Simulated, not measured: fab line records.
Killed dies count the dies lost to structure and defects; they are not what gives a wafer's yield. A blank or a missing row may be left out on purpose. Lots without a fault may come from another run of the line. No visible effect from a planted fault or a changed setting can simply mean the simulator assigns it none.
2 desks looking at one fault | flow n5-finfet | numbers are kept per desk, each desk with only its own; the story behind them comes last

AT THE METROLOGY DESK
What the gauges read for every lot (on any tool): the sampled wafers with a number, averaged. Any lot whose mean is over 4 standard deviations away from the usual mean is out of limits and marked OUT; that distance is given in the brackets. Shown here are 7 of its 13 readings, the ones lying furthest out on some lot.
Columns: A = trench-depth-nm at N5_STI_FIN_REVEAL_FIN_H_MEAS_10, usual 52.1 nm; B = IOFF_N at N5_BEOL_M4_RC_MEAS_101, usual 0.15 nA/um; C = IOFF_P at N5_BEOL_M4_RC_MEAS_101, usual 0.21 nA/um; D = ION_P at N5_BEOL_M4_RC_MEAS_101, usual 462 uA/um; E = SS_P at N5_BEOL_M4_RC_MEAS_101, usual 73.2 mV/dec; F = VT_N at N5_BEOL_M4_RC_MEAS_101, usual 250 mV; G = VT_P at N5_BEOL_M4_RC_MEAS_101, usual -250 mV
lot  | first seen here | A    | B    | C    | D   | E    | F   | G
L394 | day 2 19:02     | 51.3 | 0.14 | 0.22 | 466 | 73.1 | 252 | -247
L397 | day 3 10:02     | 52.3 | 0.14 | 0.18 | 455 | 72.8 | 252 | -253
L404 | day 5 05:27     | 52.0 | 0.18 | 0.25 | 470 | 73.3 | 245 | -246
L405 | day 5 13:01     | 52.1 | 0.15 | 0.23 | 469 | 73.1 | 249 | -247
L408 | day 6 03:50     | 52.1 | 0.20 | 0.26 | 474 | 73.7 | 245 | -245
L415 | day 7 23:43     | 53.3 | 0.16 | 0.21 | 467 | 74.1 | 249 | -251
Finding of this desk: none of the 6 lots has anything out of limits.

THE DEFECT DESK
Per lot, the means of the sampled wafers with a number show what the inspections along the route counted. Any lot whose mean is over 4 standard deviations away from the usual mean is out of limits and marked OUT; that distance is given in the brackets.
Columns: A = raw-defect-count at N5_FIN_CUT_INSPECT_17, usual 227; B = raw-defect-count at N5_STI_FIN_REVEAL_INSPECT_13, usual 12
lot  | first seen here | A   | B
L394 | day 2 11:55     | 172 | 20
L397 | day 3 04:35     | 231 | 9
L404 | day 4 22:57     | 236 | 8
L405 | day 5 05:52     | 227 | 487 (+95) OUT
L408 | day 5 22:23     | 360 | 512 (+99 or more) OUT
L415 | day 7 15:58     | 217 | 7
This desk's finding: out of limits on L405, L408; first on L405, day 5 16:18 (raw-defect-count at N5_STI_FIN_REVEAL_INSPECT_13). In limits: L394, L397, L404, L415.

PUT TOGETHER
The defect desk could have raised an alarm at day 5 16:18, on L405, L408.
Nothing out of limits was seen by the metrology desk.
The metrology desk holds a record of L405, L408, inside its limits.
Of the lots named, all ran N5_STI_FIN_REVEAL_PRECLEAN_25 on wet-bench-04.

WHAT THE SIMULATOR PUT IN
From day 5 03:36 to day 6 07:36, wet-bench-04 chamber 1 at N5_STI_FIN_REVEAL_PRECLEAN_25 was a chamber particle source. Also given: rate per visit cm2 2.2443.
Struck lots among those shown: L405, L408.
Hours from the fault's start to each desk's first reading out of limits: the defect desk, 13.
